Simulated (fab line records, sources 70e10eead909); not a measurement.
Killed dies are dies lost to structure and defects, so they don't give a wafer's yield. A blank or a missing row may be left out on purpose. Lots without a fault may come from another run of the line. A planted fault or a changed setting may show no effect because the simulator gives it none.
fab line records | flow nand_harc
record lots=20 wafers=60 last_day=33
route steps=1302 shown P_M1@307 P_M2@335 P_BONDPAD@371 A_ZERO_WELL@404 A_CHANNEL_HOLE_D1@473
lots that met no fault: from a run of the same line without faults
start_h: hours from the record's first day to the start of the lot's first wafer shown | wait_h: hours since the lot's step before | " the same as in the row above | L1.1+2: a row that stands for several wafers | - no value, or no start given | * or withheld: withheld | < > ~ a bound
route shown NAME@n: a module of which the file shows steps, and the number in the route of the first | usual: mean/standard deviation of fault-free wafers | same: alike in all rows | chamber/n: place in a boat | sites: the reading at each site | _std_site: their standard deviation | _edge_site: outer sites' mean less inner sites' | radius_mm: how far each site lies from the wafer's centre | mask NAME#n: copy n | behind: the tool/chamber that last shaped the wafer | hold: why the lot was held/for how many hours/how that ended | device: the transistor (n, p or np) that didn't switch | end of line: the same wafers' tests at the end of the route | a step without rows: its recipe alone | killed: dies lost to structure and defects at the first sort, not the wafer's yield | map: a wafer's dies, x killed, . not, _ none there
set.NAME: the setting as run; set.NAME@STEP: as run at that earlier step | model.NAME: the simulator's own value behind a step, which no gauge read
steps of the route over a sample of lots; a table a step, a row a wafer
services: from which hour (start_h, from the record's first day; less than 0 if before it) a tool's chamber was out of use, for how many hours, and why
## steps
# step NHARC_P_M1_PVD_20
# recipe target_thk_a=50 bias_v=168.6 power_w=15000 chamber_pressure_pa=0.12 time_s=8.06 substrate_temp_c=50 material=TaN
# usual throttle_valve_pct=30.8/0.92
# same time_s=8.06
# columns lot.wafer tool chamber start_h wait_h throttle_valve_pct
L074.4 pvd_sputter-03 - - - 32.3
L074.1 " - " " 30.5
L074.5 " - " " 31.2
L075.1 pvd_sputter-02 - - - 31.7
L075.6 " - " " 29.7
L075.5 " - " " 32.0
L077.2 pvd_sputter-01 - - - 29.8
L077.6 " - " " 32.2
L077.5 " - " " 30.0
L078.1 pvd_sputter-01 - - - 29.8
L078.3 " - " " 30.1
L078.5 " - " " 32.3
L079.3 pvd_sputter-01 - - - 30.0
L079.6 " - " " 32.4
L079.5 " - " " 29.9
L080.4 pvd_sputter-03 - - - 32.2
L080.5 " - " " 32.3
L080.6 " - " " 30.7
L081.2 pvd_sputter-02 - - - 30.9
L081.1 " - " " 29.6
L081.3 " - " " 31.6
L082.3 pvd_sputter-02 - - - 30.9
L082.4 " - " " 30.0
L082.5 " - " " 31.7
L084.2 pvd_sputter-03 - - - 30.1
L084.3 " - " " 30.6
L084.6 " - " " 30.4
L085.3 pvd_sputter-03 - - - 30.6
L085.4 " - " " 32.2
L085.2 " - " " 30.2
L086.1 pvd_sputter-02 - - - 29.6
L086.4 " - " " 31.7
L086.6 " - " " 29.9
L087.4 pvd_sputter-01 - - - 32.0
L087.2 " - " " 30.0
L087.5 " - " " 30.0
L088.2 pvd_sputter-03 - - - 30.3
L088.3 " - " " 31.9
L088.5 " - " " 30.2
L089.3 pvd_sputter-01 - - - 31.9
L089.4 " - " " 29.4
L089.5 " - " " 29.7
L090.1 pvd_sputter-03 - - - 32.2
L090.3 " - " " 30.7
L090.6 " - " " 30.8
L092.2 pvd_sputter-03 - - - 30.7
L092.1 " - " " 32.2
L092.5 " - " " 30.3
L093.3 pvd_sputter-03 - - - 30.1
L093.6 " - " " 32.3
L093.5 " - " " 30.7
L094.4 pvd_sputter-01 - - - 32.2
L094.1 " - " " 29.6
L094.5 " - " " 32.2
L096.1 pvd_sputter-01 - - - 30.2
L096.6 " - " " 29.6
L096.5 " - " " 30.2
L097.4 pvd_sputter-01 - - - 29.6
L097.1 " - " " 30.0
L097.5 " - " " 32.4
# step NHARC_P_M2_STRIP_18
# recipe power_w=1000 n2_flow_sccm=150 h2_flow_sccm=150 ar_flow_sccm=0 bias_w=0 chemistry=N2/H2
# usual chamber_pressure_mTorr=30.001/0.028 drypump_motor_current_A=5.7/0.54 h2_flow_sccm=150.0/0.47 oes_product_au=0.996/0.013 rf_vpp_V=90.7/1 showerhead_plenum_p_Torr=2.05/0.094 throttle_valve_pct=14.171/0.0093
# columns lot.wafer tool chamber start_h wait_h chamber_pressure_mTorr drypump_motor_current_A h2_flow_sccm oes_product_au rf_hours_counter_h rf_vpp_V showerhead_plenum_p_Torr throttle_valve_pct
L074.1 rie_diel-10 0 129.99 0.1 29.962 5.3 149.5 1.009 2.7 90.7 2.17 14.177
L074.4 " 2 " " 30.030 6.0 149.3 0.993 2.8 88.1 1.91 14.163
L074.5 " 0 " " 29.987 5.3 149.7 1.016 - 90.1 2.17 14.171
L075.1 rie_diel-10 2 137.78 0.1 29.969 6.0 149.9 0.995 3.7 89.1 1.91 14.166
L075.5 " 0 " " 29.970 5.4 150.3 1.024 - 92.1 2.17 14.171
L075.6 " 1 " " 29.999 6.2 150.3 1.014 - 90.2 2.09 14.169
L077.2 rie_diel-13 3 155.89 0.1 30.029 5.1 150.7 1.011 5.6 92.9 2.11 14.180
L077.5 " 1 " " 29.993 5.5 150.1 1.008 - 88.6 2.13 14.168
L077.6 " 2 " " 30.038 5.5 150.4 1.000 - 89.4 2.13 14.184
L078.3 rie_diel-02 3 166.49 0.1 29.996 5.5 150.3 0.987 10.2 89.7 1.94 14.177
L078.1 " 1 " " 29.928 4.9 150.0 0.994 10.1 89.7 1.98 14.159
L078.5 " 3 " " 29.957 5.5 149.4 0.985 - 91.5 1.94 14.162
L079.3 rie_diel-02 0 177.22 0.1 29.988 6.6 149.8 0.974 10.2 90.6 1.96 14.178
L079.5 " 1 " " 30.083 4.9 150.7 0.997 - 91.3 1.98 14.172
L079.6 " 0 " " 30.010 6.6 150.5 0.972 - 92.0 1.96 14.180
L080.4 rie_diel-10 0 193.43 0.1 29.971 5.3 149.7 1.026 5.2 90.8 2.17 14.164
L080.5 " 0 " " 29.971 5.4 150.3 1.016 - 91.5 2.17 14.173
L080.6 " 1 " " 30.002 6.2 150.3 1.006 - 90.4 2.09 14.166
L081.3 rie_diel-13 2 201.30 0.1 29.991 5.5 148.6 1.001 1.4 91.4 2.13 14.171
L081.1 " 3 " " 30.016 5.1 150.4 0.998 1.3 92.0 2.11 14.184
L081.2 " 1 " " 29.949 5.5 150.3 1.013 1.4 91.6 2.13 14.174
L082.3 rie_diel-13 2 208.98 0.1 29.980 5.5 150.2 0.991 1.9 91.0 2.13 14.181
L082.4 " 1 " " 29.979 5.5 150.5 1.005 1.9 91.8 2.13 14.171
L082.5 " 2 " " 30.014 5.5 150.0 0.987 - 91.5 2.13 14.178
L084.3 rie_diel-02 1 231.41 0.1 29.999 4.9 151.0 0.991 0.0 89.8 1.98 14.172
L084.2 " 3 " " 30.031 5.5 150.1 0.988 0.0 89.6 1.94 14.174
L084.6 " 0 " " 30.036 6.6 149.9 0.979 - 90.0 1.95 14.159
L085.2 rie_diel-02 2 241.32 0.1 30.001 6.2 150.5 0.988 0.7 91.7 2.18 14.152
L085.4 " 3 " " 29.991 5.5 150.1 0.975 0.7 89.7 1.94 14.168
L085.3 " 0 " " 30.011 6.6 150.3 0.979 1.1 90.4 1.95 14.162
L086.4 rie_diel-13 2 244.79 0.1 29.971 5.5 150.7 1.001 3.8 91.8 2.13 14.166
L086.1 " 3 " " 30.027 5.1 149.6 0.990 3.9 90.5 2.11 14.176
L086.6 " 3 " " 29.979 5.1 150.3 0.999 - 92.2 2.11 14.184
L087.4 rie_diel-10 1 257.25 0.1 29.964 6.2 150.0 0.992 0.5 90.6 2.09 14.157
L087.2 " 3 " " 30.030 5.9 150.4 0.992 0.3 91.6 2.09 14.185
L087.5 " 0 " " 29.972 5.3 149.8 0.997 - 89.7 2.17 14.167
L088.2 rie_diel-02 1 283.34 0.1 30.042 4.9 149.9 0.994 3.2 91.5 1.98 14.182
L088.3 " 3 " " 29.981 5.4 149.7 0.990 2.9 89.6 1.94 14.187
L088.5 " 1 " " 30.029 4.9 149.8 0.990 - 90.4 1.98 14.173
L089.3 rie_diel-13 0 284.18 0.1 29.990 6.2 148.9 0.998 5.6 90.1 1.98 14.171
L089.5 " 0 " " 29.977 6.1 148.7 1.005 - 89.5 1.98 14.178
L089.4 " 2 " " 30.024 5.5 150.9 0.994 - 91.2 2.13 14.164
L090.3 rie_diel-02 1 293.44 0.1 29.929 4.9 150.1 0.983 4.0 91.3 1.98 14.161
L090.1 " 2 " " 29.961 6.2 149.7 0.994 3.8 90.5 2.18 14.191
L090.6 " 1 " " 30.010 4.9 149.6 0.992 - 89.6 1.98 14.183
L092.1 rie_diel-02 1 310.86 0.1 30.022 4.9 149.7 0.999 5.2 89.9 1.98 14.165
L092.2 " 2 " " 30.009 6.2 150.2 0.991 4.6 91.4 2.18 14.171
L092.5 " 3 " " 30.035 5.5 150.7 0.975 - 90.3 1.94 14.171
L093.3 rie_diel-10 1 326.45 0.1 30.016 6.3 149.7 1.010 4.2 88.0 2.08 14.167
L093.6 " 3 " " 29.991 5.9 150.1 1.014 - 89.2 2.09 14.175
L093.5 " 0 " " 29.978 5.3 150.0 1.020 - 92.0 2.17 14.188
L094.1 rie_diel-02 1 327.40 0.1 29.961 4.9 150.0 0.987 6.0 89.9 1.98 14.180
L094.4 " 2 " " 30.017 6.2 149.2 0.993 5.9 92.0 2.18 14.177
L094.5 " 1 " " 30.002 5.0 149.9 0.997 - 89.8 1.98 14.173
L096.1 rie_diel-02 3 347.77 0.1 30.005 5.5 150.2 0.981 6.5 89.9 1.94 14.169
L096.5 " 1 " " 30.031 4.9 149.3 1.007 - 91.1 1.98 14.181
L096.6 " 2 " " 30.006 6.2 149.2 1.007 - 89.7 2.18 14.173
L097.1 rie_diel-02 1 355.39 0.1 30.029 4.9 149.9 0.987 7.5 90.5 1.98 14.165
L097.4 " 3 " " 30.050 5.5 149.4 0.976 7.5 89.8 1.94 14.167
L097.5 " 2 " " 30.006 6.2 149.8 1.001 - 91.8 2.18 14.174
# step NHARC_P_M2_DEGAS_29
# recipe temp_c=250 time_s=60
# usual heater_power_w=342/37
# same time_s=60
# columns lot.wafer tool chamber start_h wait_h heater_power_w
L074.1 pvd_sputter-03 - 130.65 - 328
L074.4 " - " " 349
L074.5 " - " " 327
L075.1 pvd_sputter-01 - 138.39 - 359
L075.5 " - " " 294
L075.6 " - " " 324
L077.2 pvd_sputter-02 - 156.49 - 346
L077.5 " - " " 308
L077.6 " - " " 334
L078.3 pvd_sputter-01 - 167.15 - 368
L078.1 " - " " 296
L078.5 " - " " 369
L079.3 pvd_sputter-01 - 177.88 - 296
L079.6 " - " " 363
L079.5 " - " " 352
L080.4 pvd_sputter-01 - 194.07 - 341
L080.6 " - " " 355
L080.5 " - " " 297
L081.1 pvd_sputter-02 - 201.94 - 428
L081.3 " - " " 312
L081.2 " - " " 320
L082.4 pvd_sputter-03 - 209.64 - 358
L082.3 " - " " 361
L082.5 " - " " 333
L084.3 pvd_sputter-02 - 232.03 - 340
L084.2 " - " " 313
L084.6 " - " " 353
L085.3 pvd_sputter-03 - 241.95 - 357
L085.2 " - " " 360
L085.4 " - " " 325
L086.1 pvd_sputter-01 - 245.42 - 348
L086.4 " - " " 306
L086.6 " - " " 348
L087.2 pvd_sputter-02 - 257.86 - 349
L087.4 " - " " 315
L087.5 " - " " 317
L088.3 pvd_sputter-02 - 283.96 - 341
L088.2 " - " " 449
L088.5 " - " " 306
L089.4 pvd_sputter-01 - 284.89 - 295
L089.3 " - " " 328
L089.5 " - " " 301
L090.1 pvd_sputter-01 - 294.06 - 347
L090.3 " - " " 306
L090.6 " - " " 340
L092.2 pvd_sputter-01 - 311.45 - 353
L092.1 " - " " 297
L092.5 " - " " 302
L093.3 pvd_sputter-02 - 327.08 - 435
L093.6 " - " " 321
L093.5 " - " " 341
L094.4 pvd_sputter-03 - 328.03 - 334
L094.1 " - " " 360
L094.5 " - " " 325
L096.1 pvd_sputter-02 - 348.79 - 339
L096.6 " - " " 454
L096.5 " - " " 307
L097.4 pvd_sputter-02 - 356.06 - 336
L097.1 " - " " 456
L097.5 " - " " 313
# step NHARC_P_BONDPAD_STRIP_15
# recipe o2_flow_sccm=500 ar_flow_sccm=0 bias_w=0 chemistry=O2
# usual chamber_pressure_mTorr=60.01/0.057 drypump_motor_current_A=6.0/0.37 oes_product_au=0.996/0.009 rf_vpp_V=57.8/0.9 showerhead_plenum_p_Torr=3.53/0.13 throttle_valve_pct=17.037/0.0084
# columns lot.wafer tool chamber start_h wait_h chamber_pressure_mTorr drypump_motor_current_A oes_product_au rf_hours_counter_h rf_vpp_V showerhead_plenum_p_Torr throttle_valve_pct
L074.1 rie_diel-03 2 134.44 0.1 60.06 6.3 1.001 2.0 57.9 3.53 17.051
L074.4 " 0 " " 59.97 5.3 0.996 1.8 56.8 3.45 17.032
L074.5 " 2 " " 60.05 6.3 1.008 - 58.0 3.53 17.040
L075.1 rie_diel-09 1 142.53 0.1 60.02 6.2 0.998 5.4 57.3 3.63 17.034
L075.6 " 0 " " 60.11 6.4 1.006 - 57.0 3.39 17.039
L075.5 " 1 " " 60.06 6.2 0.993 - 58.0 3.63 17.043
L077.2 rie_diel-03 0 160.45 0.1 59.98 5.3 0.989 2.3 58.1 3.44 17.034
L077.6 " 2 " " 59.97 6.3 0.994 - 58.1 3.53 17.026
L077.5 " 3 " " 59.98 5.7 0.978 - 58.3 3.32 17.027
L078.3 rie_diel-09 3 171.01 0.1 60.00 6.3 0.988 1.2 55.8 3.43 17.035
L078.1 " 0 " " 59.99 6.4 0.988 1.9 56.5 3.39 17.040
L078.5 " 2 " " 60.06 6.2 0.987 - 58.2 3.59 17.031
L079.3 rie_diel-03 3 181.95 0.1 59.99 5.7 0.992 2.9 58.0 3.32 17.041
L079.6 " 2 " " 59.94 6.3 1.006 - 59.5 3.53 17.037
L079.5 " 3 " " 60.03 5.7 0.997 - 58.4 3.32 17.044
L080.4 rie_diel-12 2 197.87 0.1 59.99 5.7 0.989 3.1 58.8 3.62 17.038
L080.6 " 2 " " 59.94 5.7 0.990 - 58.7 3.62 17.041
L080.5 " 3 " " 59.95 5.3 1.003 - 57.4 3.48 17.029
L081.1 rie_diel-03 2 205.97 0.1 60.04 6.4 0.996 5.0 57.8 3.53 17.014
L081.2 " 3 " " 60.06 5.7 1.012 4.5 57.5 3.32 17.031
L081.3 " 0 " " 59.99 5.3 0.998 4.4 58.5 3.44 17.042
L082.3 rie_diel-12 2 213.45 0.1 60.00 5.7 0.984 3.8 57.5 3.62 17.049
L082.4 " 0 " " 60.02 6.2 1.008 3.7 58.0 3.71 17.036
L082.5 " 3 " " 60.02 5.3 1.004 - 56.2 3.48 17.038
L084.3 rie_diel-09 1 235.83 0.1 60.02 6.2 0.994 5.0 58.7 3.63 17.033
L084.2 " 2 " " 59.92 6.2 1.001 5.3 56.5 3.58 17.027
L084.6 " 3 " " 60.09 6.3 0.991 - 56.6 3.42 17.032
L085.4 rie_diel-12 1 245.91 0.1 60.04 6.3 1.002 4.8 57.6 3.76 17.039
L085.2 " 2 " " 60.02 5.7 0.993 5.1 57.7 3.62 17.037
L085.3 " 3 " " 60.06 5.3 1.004 3.6 58.7 3.48 17.035
L086.1 rie_diel-09 0 249.28 0.1 60.08 6.4 0.979 7.4 56.4 3.39 17.048
L086.4 " 1 " " 60.06 6.2 0.981 - 57.3 3.63 17.034
L086.6 " 0 " " 60.03 6.4 0.986 - 57.9 3.39 17.056
L087.2 rie_diel-12 0 261.88 0.1 60.05 6.2 1.025 5.0 58.0 3.71 17.041
L087.4 " 1 " " 60.01 6.3 1.003 5.1 58.7 3.76 17.035
L087.5 " 3 " " 59.93 5.3 1.006 - 58.3 3.48 17.039
L088.2 rie_diel-12 3 288.23 0.1 59.92 5.3 1.012 0.3 58.2 3.48 17.039
L088.3 " 2 " " 59.97 5.7 0.996 0.3 58.0 3.62 17.042
L088.5 " 0 " " 59.93 6.2 1.008 - 59.5 3.71 17.040
L089.4 rie_diel-09 1 289.29 0.1 60.05 6.2 1.002 9.0 58.9 3.63 17.025
L089.3 " 2 " " 59.92 6.2 0.994 9.4 58.6 3.58 17.029
L089.5 " 1 " " 59.97 6.2 1.000 - 58.0 3.63 17.031
L090.3 rie_diel-12 3 298.01 0.1 60.02 5.3 0.999 0.6 55.9 3.48 17.043
L090.1 " 1 " " 59.92 6.4 0.995 0.1 58.5 3.76 17.027
L090.6 " 2 " " 59.95 5.7 0.990 - 57.6 3.62 17.042
L092.2 rie_diel-12 1 315.49 0.1 60.01 6.4 0.988 0.7 57.2 3.76 17.028
L092.1 " 3 " " 60.06 5.3 1.006 1.3 57.9 3.48 17.038
L092.5 " 1 " " 59.92 6.4 0.992 - 59.1 3.76 17.026
L093.3 rie_diel-03 1 331.00 0.1 60.02 5.8 1.005 2.0 59.9 3.56 17.028
L093.5 " 2 " " 59.91 6.3 0.982 - 57.6 3.52 17.044
L093.6 " 3 " " 60.07 5.7 0.991 - 57.9 3.32 17.045
L094.1 rie_diel-09 2 332.14 0.1 59.96 6.1 0.999 0.1 57.7 3.58 17.029
L094.4 " 3 " " 60.01 6.3 1.005 0.0 57.4 3.42 17.021
L094.5 " 2 " " 59.97 6.2 0.992 - 56.8 3.58 17.040
L096.1 rie_diel-03 1 352.82 0.1 60.08 5.8 0.988 2.4 56.9 3.56 17.028
L096.6 " 1 " " 60.01 5.8 0.994 - 58.3 3.56 17.029
L096.5 " 2 " " 60.16 6.3 0.987 - 56.0 3.52 17.041
L097.4 rie_diel-03 0 360.08 0.1 59.94 5.3 0.998 4.5 57.5 3.44 17.051
L097.1 " 2 " " 60.01 6.3 0.978 4.7 58.6 3.52 17.036
L097.5 " 0 " " 60.09 5.3 1.001 - 57.9 3.44 17.043
# step NHARC_A_ZERO_WELL_ETCH_19
# recipe target_depth_a=800 overetch_a=240 time_s=87.88 ion_energy_ev=200 n2_flow_sccm=150 h2_flow_sccm=150 ar_flow_sccm=0 rf_w=400 bias_w=150 chemistry=N2/H2
# usual chamber_pressure_mTorr=30.007/0.029 drypump_motor_current_A=5.9/0.43 h2_flow_sccm=150.0/0.44 oes_product_au=0.998/0.011 rf_vpp_V=430.3/2.6 showerhead_plenum_p_Torr=2.03/0.093 throttle_valve_pct=14.174/0.0085
# same time_s=87.88
# columns lot.wafer tool chamber start_h wait_h chamber_pressure_mTorr drypump_motor_current_A h2_flow_sccm oes_product_au rf_hours_counter_h rf_vpp_V showerhead_plenum_p_Torr throttle_valve_pct
L074.1 rie_diel-01 0 138.35 0.2 29.932 6.0 149.3 1.005 14 427.7 1.95 14.165
L074.4 " 1 " " 29.976 5.0 149.5 1.014 14 425.4 1.89 14.172
L074.5 " 0 " " 30.046 6.0 149.4 1.015 - 428.0 1.95 14.170
L075.1 rie_diel-07 3 146.10 0.1 30.032 5.9 149.6 0.991 1 431.5 2.05 14.187
L075.5 " 1 " " 30.005 6.3 149.2 0.986 - 430.3 2.03 14.172
L075.6 " 2 " " 30.034 6.1 149.3 1.019 - 435.1 2.20 14.181
L077.2 rie_diel-07 2 164.17 0.1 29.948 6.1 150.2 1.021 1 434.2 2.20 14.176
L077.6 " 1 " " 30.029 6.3 149.8 1.003 - 430.5 2.03 14.172
L077.5 " 2 " " 30.029 6.1 149.4 1.016 - 434.1 2.20 14.176
L078.3 rie_diel-07 3 174.60 0.1 29.989 5.9 150.0 0.987 1 431.2 2.05 14.183
L078.1 " 2 " " 29.973 6.1 149.9 1.013 1 433.6 2.20 14.169
L078.5 " 0 " " 29.988 5.7 149.9 0.994 - 428.9 1.97 14.186
L079.3 rie_diel-07 0 185.87 0.1 30.007 5.8 149.8 0.996 1 430.0 1.97 14.167
L079.5 " 3 " " 30.016 5.9 149.5 0.998 - 430.1 2.05 14.178
L079.6 " 0 " " 29.966 5.8 150.0 0.994 - 428.6 1.97 14.167
L080.4 rie_diel-07 0 202.07 0.1 30.006 5.7 150.7 0.984 2 430.1 1.97 14.175
L080.6 " 1 " " 29.960 6.3 150.7 0.993 - 430.5 2.03 14.179
L080.5 " 2 " " 30.041 6.1 150.1 1.003 - 433.2 2.19 14.180
L081.2 rie_diel-07 2 209.71 0.1 30.007 6.1 151.4 1.021 2 434.7 2.20 14.171
L081.3 " 3 " " 30.086 5.9 151.1 0.991 2 429.4 2.05 14.177
L081.1 " 0 " " 30.013 5.7 150.3 1.004 2 430.0 1.96 14.177
L082.3 rie_diel-01 0 217.15 0.1 29.988 6.0 149.9 0.998 0 427.8 1.94 14.173
L082.4 " 2 " " 30.015 5.0 149.4 1.011 0 431.7 2.07 14.174
L082.5 " 0 " " 30.002 6.0 149.9 1.010 - 428.1 1.94 14.188
L084.3 rie_diel-01 2 239.53 0.1 30.013 5.0 149.9 0.996 6 429.1 2.07 14.180
L084.2 " 0 " " 29.979 6.0 149.6 0.998 5 427.4 1.94 14.165
L084.6 " 1 " " 29.991 5.0 149.7 1.008 - 425.6 1.88 14.171
L085.2 rie_diel-07 1 249.66 0.1 30.062 6.3 150.0 0.987 4 430.5 2.03 14.190
L085.3 " 2 " " 29.997 6.1 150.0 1.008 4 434.2 2.19 14.170
L085.4 " 1 " " 29.983 6.3 149.6 0.992 - 430.7 2.03 14.184
L086.1 rie_diel-07 0 253.04 0.1 29.984 5.7 150.5 0.993 3 427.8 1.97 14.172
L086.6 " 2 " " 30.021 6.1 150.0 1.015 - 435.9 2.19 14.175
L086.4 " 0 " " 30.054 5.7 150.1 0.991 - 429.3 1.96 14.184
L087.4 rie_diel-01 2 265.44 0.1 29.999 5.0 149.7 1.004 11 430.0 2.07 14.176
L087.2 " 3 " " 30.017 6.3 149.9 1.006 11 428.3 1.96 14.173
L087.5 " 1 " " 29.944 4.9 149.0 1.003 - 425.6 1.88 14.176
L088.3 rie_diel-07 0 292.01 0.1 29.966 5.7 150.3 0.996 5 427.7 1.96 14.152
L088.2 " 1 " " 29.982 6.2 150.3 0.979 5 430.7 2.02 14.185
L088.5 " 3 " " 29.995 5.9 149.9 0.983 - 432.1 2.05 14.165
L089.4 rie_diel-07 0 293.04 0.1 30.018 5.7 150.1 0.995 5 428.5 1.96 14.171
L089.3 " 1 " " 30.000 6.3 149.6 0.987 5 431.1 2.02 14.175
L089.5 " 0 " " 30.067 5.7 150.0 0.975 - 427.9 1.96 14.168
L090.1 rie_diel-01 2 301.59 0.1 29.996 5.0 149.8 1.003 18 430.0 2.07 14.171
L090.3 " 1 " " 30.015 5.0 149.8 0.985 13 425.9 1.88 14.171
L090.6 " 2 " " 29.986 5.0 149.9 0.991 - 431.6 2.07 14.174
L092.2 rie_diel-07 2 319.20 0.1 29.990 6.1 149.9 0.989 1 433.6 2.19 14.165
L092.1 " 3 " " 29.990 5.9 150.7 0.986 1 429.8 2.05 14.156
L092.5 " 1 " " 30.018 6.3 150.0 0.982 - 429.7 2.02 14.174
L093.3 rie_diel-07 2 334.58 0.1 29.997 6.1 149.9 0.993 1 434.3 2.19 14.179
L093.6 " 0 " " 30.025 5.7 149.7 0.997 - 429.0 1.96 14.182
L093.5 " 1 " " 30.060 6.3 150.2 0.987 - 430.9 2.02 14.163
L094.1 rie_diel-07 0 335.95 0.1 29.995 5.7 149.7 0.988 1 428.7 1.96 14.181
L094.4 " 2 " " 30.023 6.1 149.9 0.993 1 435.4 2.19 14.175
L094.5 " 0 " " 30.020 5.7 149.9 0.991 - 428.2 1.96 14.176
L096.1 rie_diel-07 1 356.61 0.1 29.986 6.3 149.1 1.002 2 430.0 2.02 14.176
L096.6 " 2 " " 29.970 6.1 150.0 1.016 - 435.0 2.19 14.179
L096.5 " 3 " " 30.024 5.9 150.2 0.992 - 430.1 2.05 14.175
L097.4 rie_diel-01 3 363.81 0.1 29.996 6.3 150.0 1.011 26 427.1 1.95 14.173
L097.1 " 0 " " 29.959 6.0 149.9 1.010 21 427.6 1.93 14.170
L097.5 " 2 " " 29.959 5.0 149.8 1.009 - 431.2 2.06 14.179
# step NHARC_A_CHANNEL_HOLE_D1_ETCH_21
# recipe bias_v=3000 source_w=withheld pressure_mtorr=20 time_s=514.3 ar_flow_sccm=375 c4f8_flow_sccm=89.3 o2_flow_sccm=35.7 temp_c=-20 target_depth_a=16000 chemistry=C4F8/O2/Ar
# usual c4f8_flow_sccm=89.29/0.24 chamber_pressure_mTorr=20.000/0.019 drypump_motor_current_A=5.3/0.48 showerhead_plenum_p_Torr=3.70/0.067 throttle_valve_pct=32.154/0.0098
# same time_s=514.3
# columns lot.wafer tool chamber start_h wait_h c4f8_flow_sccm chamber_pressure_mTorr drypump_motor_current_A rf_hours_counter_h showerhead_plenum_p_Torr throttle_valve_pct
L074.1 har_etch-02 1 181.38 0.3 89.79 20.020 5.1 287 3.77 32.145
L074.4 " 0 " " 89.10 19.979 4.8 - 3.66 32.167
L074.5 " 0 " " 89.13 19.962 4.8 - 3.66 32.154
L075.1 har_etch-02 0 187.54 0.3 89.13 20.019 4.8 291 3.66 32.141
L075.6 " 0 " " 89.47 20.009 4.8 - 3.66 32.169
L075.5 " 1 " " 89.20 19.991 5.1 - 3.77 32.145
L077.2 har_etch-01 1 211.01 0.3 89.18 20.007 6.1 104 3.70 32.148
L077.5 " 1 " " 88.82 19.995 6.1 - 3.70 32.167
L077.6 " 0 " " 89.58 20.016 5.7 - 3.72 32.154
L078.1 har_etch-02 0 214.81 0.3 89.30 20.019 4.8 310 3.65 32.148
L078.3 " 0 " " 89.60 19.992 4.8 - 3.65 32.132
L078.5 " 1 " " 89.40 20.006 5.2 - 3.76 32.147
L079.3 har_etch-01 0 227.13 0.3 89.32 20.002 5.7 - 3.72 32.158
L079.5 " 0 " " 89.37 20.012 5.7 - 3.72 32.157
L079.6 " 1 " " 89.14 20.011 6.1 - 3.69 32.151
L080.4 har_etch-01 0 244.58 0.3 89.05 19.996 5.7 - 3.72 32.162
L080.5 " 1 " " 89.12 20.004 6.0 - 3.69 32.150
L080.6 " 0 " " 88.93 20.002 5.7 - 3.72 32.156
L081.2 har_etch-01 1 253.89 0.3 89.11 20.017 6.1 127 3.68 32.173
L081.1 " 0 " " 89.11 20.022 5.7 127 3.71 32.151
L081.3 " 1 " " 89.20 20.014 6.1 - 3.68 32.164
L082.3 har_etch-02 1 257.44 0.3 89.20 19.996 5.1 - 3.75 32.159
L082.4 " 0 " " 89.33 19.984 4.8 - 3.64 32.159
L082.5 " 1 " " 89.32 19.986 5.2 - 3.75 32.151
L084.2 har_etch-01 1 281.82 0.3 89.07 20.000 6.1 146 3.67 32.160
L084.3 " 0 " " 88.93 19.998 5.7 - 3.70 32.135
L084.6 " 1 " " 88.90 20.024 6.1 - 3.67 32.155
L085.2 har_etch-02 0 289.84 0.3 89.14 20.022 4.8 352 3.63 32.157
L085.3 " 1 " " 89.56 19.982 5.1 - 3.74 32.156
L085.4 " 0 " " 89.65 19.989 4.8 - 3.63 32.140
L086.1 har_etch-02 0 298.14 0.3 89.34 19.975 4.8 360 3.63 32.162
L086.4 " 0 " " 89.62 20.049 4.8 - 3.63 32.154
L086.6 " 1 " " 89.14 20.015 5.1 - 3.73 32.168
L087.2 har_etch-02 1 305.36 0.3 88.75 19.993 5.1 364 3.73 32.173
L087.4 " 0 " " 89.28 19.996 4.8 - 3.62 32.162
L087.5 " 0 " " 89.31 20.023 4.8 - 3.62 32.156
L089.3 har_etch-02 1 334.52 0.3 89.58 19.990 5.2 - 3.72 32.152
L089.4 " 0 " " 89.74 20.003 4.8 - 3.62 32.147
L089.5 " 1 " " 89.32 20.013 5.2 - 3.72 32.165
L088.2 har_etch-01 0 335.02 0.3 89.27 20.003 5.7 173 3.69 32.157
L088.3 " 0 " " 89.63 20.013 5.7 - 3.69 32.150
L088.5 " 1 " " 89.45 20.018 6.1 - 3.66 32.164
L090.1 har_etch-01 0 341.97 0.3 88.51 19.997 5.7 176 3.68 32.149
L090.3 " 0 " " 89.46 20.013 5.7 - 3.68 32.156
L090.6 " 1 " " 89.18 19.972 6.1 - 3.66 32.163
L092.2 har_etch-02 1 368.26 0.3 89.52 20.018 5.2 387 3.72 32.155
L092.1 " 0 " " 89.29 20.003 4.8 402 3.60 32.161
L092.5 " 0 " " 89.33 20.007 4.8 - 3.60 32.141
L094.1 har_etch-01 1 377.92 0.3 88.76 20.001 6.1 203 3.64 32.146
L094.4 " 1 " " 89.78 19.987 6.1 - 3.64 32.162
L094.5 " 0 " " 89.08 20.018 5.7 - 3.67 32.162
L093.3 har_etch-02 0 378.60 0.3 89.30 19.991 4.8 - 3.60 32.151
L093.6 " 0 " " 89.32 20.014 4.8 - 3.60 32.168
L093.5 " 1 " " 89.46 19.990 5.2 - 3.71 32.154
L096.1 har_etch-02 1 399.71 0.3 89.50 20.006 5.2 0 3.71 32.145
L096.5 " 0 " " 89.24 19.987 4.8 - 3.93 32.156
L096.6 " 1 " " 89.11 20.035 5.2 - 3.71 32.159
L097.1 har_etch-02 1 407.65 0.3 89.29 20.020 5.1 8 3.71 32.145
L097.4 " 0 " " 89.55 19.991 4.8 - 3.93 32.152
L097.5 " 1 " " 89.41 20.010 5.1 - 3.71 32.163
## services
# columns tool chamber start_h hours kind
pvd_sputter-02 - 112.78 10.0 pm
rie_diel-07 - 117.20 9.0 pm
pvd_sputter-03 - 143.57 1.6 repair
pvd_sputter-03 - 170.00 10.0 pm
rie_diel-02 2 176.32 5.1 repair
pvd_sputter-02 - 190.20 1.6 repair
rie_diel-02 - 216.79 9.0 pm
pvd_sputter-01 - 218.39 4.0 repair
pvd_sputter-01 - 225.48 2.7 repair
pvd_sputter-01 - 228.22 10.0 pm
pvd_sputter-02 - 232.38 0.7 repair
rie_diel-02 - 245.40 0.6 repair
rie_diel-07 0 247.72 2.6 repair
rie_diel-07 3 251.59 6.0 repair
pvd_sputter-02 - 275.52 4.0 repair
pvd_sputter-02 - 290.78 10.0 pm
rie_diel-07 - 294.20 9.0 pm
rie_diel-07 3 320.30 3.4 repair
pvd_sputter-03 - 348.00 10.0 pm
pvd_sputter-02 - 354.79 1.1 repair
har_etch-02 - 382.21 17.0 pm
pvd_sputter-02 - 382.27 2.4 repair
pvd_sputter-02 - 390.67 2.1 repair
pvd_sputter-01 - 406.22 10.0 pm
## key
fault none
